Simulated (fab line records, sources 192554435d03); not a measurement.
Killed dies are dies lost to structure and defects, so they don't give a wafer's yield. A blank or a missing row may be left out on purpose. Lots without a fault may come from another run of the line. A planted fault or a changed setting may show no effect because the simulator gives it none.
Which tool did it? | flow n5_finfet | 10 lots, 29 wafers sampled, at 5 steps of a route of 1938

WHAT THE GAUGES READ, wafer by wafer
N5_BEOL_M4_RC_MEAS_101. Usual: DIBL_N 36.0 mV/V, standard deviation 1.6; DIBL_P 35.8 mV/V, standard deviation 2; IOFF_N 0.152 nA/um, standard deviation 0.03; IOFF_P 0.20 nA/um, standard deviation 0.031; ION_N 670 uA/um, standard deviation 12; ION_P 459 uA/um, standard deviation 7.4; SS_N 71.5 mV/dec, standard deviation 0.56; SS_P 73.2 mV/dec, standard deviation 0.64; VT_N 251 mV, standard deviation 3.5; VT_P -252 mV, standard deviation 3.3.
lot  | measured     | on        | DIBL_N (mV/V)  | DIBL_P (mV/V)  | IOFF_N (nA/um)    | IOFF_P (nA/um) | ION_N (uA/um) | ION_P (uA/um) | SS_N (mV/dec)  | SS_P (mV/dec)  | VT_N (mV)   | VT_P (mV)      | flag
L714 | day 9 08:02  | prober-02 | 36.5 36.4 35.1 | 36.9 36.1 35.6 | 0.170 0.159 0.143 | 0.23 0.22 0.22 | 681 664 675   | 467 457 469   | 72.2 72.2 72.0 | 73.9 73.9 73.2 | 246 251 252 | -247 -246 -246 |
L716 | day 9 13:56  | prober-02 | 37.0 35.3 35.9 | 37.4 34.5 34.9 | 0.162 0.136 0.135 | 0.21 0.17 0.18 | 683 675 659   | 468 464 451   | 70.9 71.0 70.8 | 74.1 72.6 73.1 | 248 249 252 | -250 -253 -255 |
L720 | day 10 23:28 | prober-02 | 36.8 34.7      | 37.0 35.1      | 0.170 0.134       | 0.20 0.18      | 665 667       | 449 457       | 71.2 71.4      | 73.4 73.4      | 247 253     | -253 -252      |
L727 | day 11 22:16 | prober-02 | 37.8 36.2 37.5 | 39.2 37.3 38.8 | 0.176 0.152 0.176 | 0.22 0.19 0.21 | 676 668 679   | 456 456 458   | 71.8 71.5 72.1 | 73.7 73.2 73.5 | 249 251 249 | -252 -254 -252 |
L728 | day 12 21:17 | prober-01 | 34.8 37.0 37.5 | 36.5 39.1 39.4 | 0.157 0.203 0.224 | 0.21 0.26 0.26 | 672 695 686   | 461 470 466   | 71.3 71.8 72.0 | 72.7 73.6 73.6 | 249 245 243 | -250 -246 -248 |
L730 | day 13 13:57 | prober-01 | 37.7 34.9 34.7 | 38.1 35.4 34.2 | 0.196 0.150 0.131 | 0.22 0.18 0.16 | 686 691 664   | 459 471 449   | 71.2 71.1 70.7 | 73.9 72.9 72.5 | 244 247 250 | -251 -252 -255 |
L731 | day 13 03:50 | prober-02 | 36.2 37.3 34.6 | 34.5 34.6 32.2 | 0.148 0.146 0.120 | 0.18 0.17 0.16 | 684 674 660   | 464 447 449   | 71.2 71.6 70.6 | 72.7 72.7 72.4 | 248 254 253 | -255 -255 -256 |
L733 | day 14 05:24 | prober-02 | 35.8 33.6 34.9 | 34.9 31.3 33.4 | 0.155 0.109 0.135 | 0.19 0.14 0.17 | 680 653 674   | 462 449 463   | 71.8 71.5 71.9 | 72.8 73.0 72.8 | 249 257 250 | -252 -256 -253 |
L734 | day 14 16:58 | prober-02 | 35.5 36.1 35.4 | 33.7 34.1 33.8 | 0.136 0.144 0.135 | 0.21 0.21 0.20 | 674 661 664   | 473 459 459   | 70.9 71.4 71.3 | 72.8 73.5 73.4 | 254 251 251 | -250 -246 -247 |
L735 | day 14 03:56 | prober-02 | 35.4 35.7 38.8 | 35.1 37.0 40.0 | 0.126 0.139 0.190 | 0.16 0.18 0.23 | 651 671 671   | 441 461 449   | 71.2 71.3 72.2 | 72.9 73.1 74.8 | 253 253 247 | -254 -252 -251 |

WHICH TOOL RAN EACH LOT (tool, then ch and the chambers of the sampled wafers, then the start)
lot  | N5_BEOL_M0_SPUTTER_132       | N5_BEOL_M0_ANNEAL_135        | N5_BEOL_M1_ILD_DEP_00          | N5_BEOL_M1_PECVD_72
L714 | pvd_sputter-02, day 6 00:12  | pvd_sputter-02, day 6 00:24  | pecvd-03 ch 0,1,2, day 6 01:33 | pecvd-01 ch 0,1,2, day 6 01:40
L716 | pvd_sputter-01, day 6 12:24  | pvd_sputter-01, day 6 12:36  | pecvd-02 ch 0,1,2, day 6 13:45 | pecvd-01 ch 0,1,2, day 6 13:51
L720 | pvd_sputter-01, day 7 12:41  | pvd_sputter-01, day 7 12:52  | pecvd-03 ch 1,2, day 7 14:01   | pecvd-03 ch 0,1, day 7 14:07
L727 | pvd_sputter-01, day 9 04:37  | pvd_sputter-01, day 9 04:50  | pecvd-01 ch 0,2, day 9 06:01   | pecvd-03 ch 0,1,2, day 9 06:07
L728 | pvd_sputter-02, day 9 17:31  | pvd_sputter-02, day 9 17:43  | pecvd-01 ch 0,2, day 9 18:56   | pecvd-03 ch 0,2, day 9 19:03
L730 | pvd_sputter-01, day 10 03:04 | pvd_sputter-01, day 10 03:16 | pecvd-01 ch 0,1, day 10 04:37  | pecvd-03 ch 0,1,2, day 10 04:44
L731 | pvd_sputter-01, day 10 03:31 | pvd_sputter-01, day 10 03:43 | pecvd-02 ch 1,2, day 10 04:55  | pecvd-02 ch 1,2, day 10 05:01
L733 | pvd_sputter-02, day 10 16:18 | pvd_sputter-02, day 10 16:30 | pecvd-03 ch 0,1, day 10 19:07  | pecvd-01 ch 0,1, day 10 19:14
L734 | pvd_sputter-02, day 10 22:09 | pvd_sputter-02, day 10 22:21 | pecvd-03 ch 0,1, day 10 23:37  | pecvd-01 ch 0,1, day 10 23:44
L735 | pvd_sputter-01, day 11 00:27 | pvd_sputter-01, day 11 00:39 | pecvd-03 ch 0,1, day 11 01:57  | pecvd-01 ch 0,1, day 11 02:04
- N5_BEOL_M0_SPUTTER_132: material Cu, target thk 4 nm, time 7.37 s.
- N5_BEOL_M0_ANNEAL_135: time 60 s.
- N5_BEOL_M1_ILD_DEP_00: deposits SiOC from DEMS/O2, target thk 79 nm, time 15.3 s.
- N5_BEOL_M1_PECVD_72: deposits SiO2 from TEOS/O2, target thk 16 nm, time 18 s.

WHAT THE TOOLS THEMSELVES READ (means of the sampled wafers that have a number; where no wafer has one, the mark that the record gives instead)
N5_BEOL_M0_SPUTTER_132. Usual: chuck_gas_flow_sccm 1.27 sccm, standard deviation 0.049; susceptor_temp_C -20.02 C, standard deviation 0.11; throttle_valve_pct 30.1 %, standard deviation 0.99.
lot  | tool           | chuck_gas_flow_sccm (sccm) | susceptor_temp_C (C) | throttle_valve_pct (%) | flag
L714 | pvd_sputter-02 | 1.25                       | -19.96               | 30.2                   |
L716 | pvd_sputter-01 | 1.24                       | -20.01               | 31.1                   |
L720 | pvd_sputter-01 | 1.24                       | -19.93               | 30.4                   |
L727 | pvd_sputter-01 | 1.23                       | -20.07               | 29.4                   |
L728 | pvd_sputter-02 | 1.26                       | -20.01               | 30.4                   |
L730 | pvd_sputter-01 | 1.29                       | -19.99               | 30.1                   |
L731 | pvd_sputter-01 | 1.25                       | -20.08               | 29.3                   |
L733 | pvd_sputter-02 | 1.31                       | -20.02               | 30.7                   |
L734 | pvd_sputter-02 | 1.29                       | -20.10               | 30.5                   |
L735 | pvd_sputter-01 | 1.30                       | -19.94               | 30.3                   |

N5_BEOL_M0_ANNEAL_135. Usual: heater_power_w 857 W, standard deviation 91; susceptor_temp_C 400.03 C, standard deviation 0.23.
lot  | tool           | heater_power_w (W) | susceptor_temp_C (C) | flag
L714 | pvd_sputter-02 | 844                | 400.02               |
L716 | pvd_sputter-01 | 862                | 400.34               |
L720 | pvd_sputter-01 | 884                | 400.00               |
L727 | pvd_sputter-01 | 944                | 400.01               |
L728 | pvd_sputter-02 | 800                | 400.00               |
L730 | pvd_sputter-01 | 884                | 399.93               |
L731 | pvd_sputter-01 | 923                | 399.92               |
L733 | pvd_sputter-02 | 735                | 399.98               |
L734 | pvd_sputter-02 | 782                | 399.85               |
L735 | pvd_sputter-01 | 869                | 399.96               |

N5_BEOL_M1_ILD_DEP_00. Usual: heater_power_w 474 W, standard deviation 49; showerhead_plenum_p_Torr 5.694 Torr, standard deviation 0.012; susceptor_temp_C 350.00 C, standard deviation 0.23; throttle_valve_pct 12.3 %, standard deviation 0.64.
lot  | tool     | heater_power_w (W) | showerhead_plenum_p_Torr (Torr) | susceptor_temp_C (C) | throttle_valve_pct (%) | flag
L714 | pecvd-03 | 442                | 5.695                           | 350.16               | 12.3                   |
L716 | pecvd-02 | 495                | 5.693                           | 350.15               | 11.9                   |
L720 | pecvd-03 | 444                | 5.682                           | 350.07               | 12.3                   |
L727 | pecvd-01 | 449                | 5.690                           | 349.92               | 13.0                   |
L728 | pecvd-01 | 439                | 5.682                           | 349.92               | 13.0                   |
L730 | pecvd-01 | 516                | 5.699                           | 350.09               | 12.5                   |
L731 | pecvd-02 | 496                | 5.692                           | 350.02               | 11.5                   |
L733 | pecvd-03 | 476                | 5.699                           | 349.90               | 12.8                   |
L734 | pecvd-03 | 445                | 5.692                           | 350.27               | 12.5                   |
L735 | pecvd-03 | 456                | 5.695                           | 349.96               | 12.8                   |

N5_BEOL_M1_PECVD_72. Usual: heater_power_w 714 W, standard deviation 59; showerhead_plenum_p_Torr 8.78 Torr, standard deviation 0.048; susceptor_temp_C 399.96 C, standard deviation 0.25; throttle_valve_pct 23.1 %, standard deviation 1.2.
lot  | tool     | heater_power_w (W) | showerhead_plenum_p_Torr (Torr) | susceptor_temp_C (C) | throttle_valve_pct (%) | flag
L714 | pecvd-01 | 759                | 8.78                            | 400.02               | 23.8                   |
L716 | pecvd-01 | 739                | 8.77                            | 400.21               | 24.0                   |
L720 | pecvd-03 | 714                | 8.77                            | 400.01               | 23.6                   |
L727 | pecvd-03 | 642                | 8.78                            | 395.50               | 23.2                   | OFF
L728 | pecvd-03 | 593                | 8.79                            | 390.93               | 22.3                   | OFF
L730 | pecvd-03 | 672                | 8.79                            | 395.57               | 23.1                   | OFF
L731 | pecvd-02 | 753                | 8.78                            | 399.96               | 21.7                   |
L733 | pecvd-01 | 766                | 8.83                            | 399.91               | 23.2                   |
L734 | pecvd-01 | 742                | 8.83                            | 399.93               | 23.1                   |
L735 | pecvd-01 | 701                | 8.81                            | 399.77               | 23.4                   |

THE ANSWER, worked out from the rows above alone
Rule: a lot is off if the mean of its wafers that have a number lies more than 3 standard deviations from the usual mean. A lot without any number at a reading at which 4 lots or more have one is off too. The other lots that the step has rows for count as sound. The gauges are gone through in route order, then the tools' own readings, and for those a lot's mean is taken as printed above. The first step at which some lot is off is used, and at that step the reading that is off furthest; a lot without a number counts as furthest.
Off: L727, L728, L730, at N5_BEOL_M1_PECVD_72 (susceptor_temp_C).
A tool fits if, at that step or a process step before it, it ran every lot that is off, and no sound lot after the first of them. Can't be told from this: 2 tools fit, pecvd-01 at N5_BEOL_M1_ILD_DEP_00, pecvd-03 at N5_BEOL_M1_PECVD_72.

WHAT THE SIMULATOR HAD PUT IN
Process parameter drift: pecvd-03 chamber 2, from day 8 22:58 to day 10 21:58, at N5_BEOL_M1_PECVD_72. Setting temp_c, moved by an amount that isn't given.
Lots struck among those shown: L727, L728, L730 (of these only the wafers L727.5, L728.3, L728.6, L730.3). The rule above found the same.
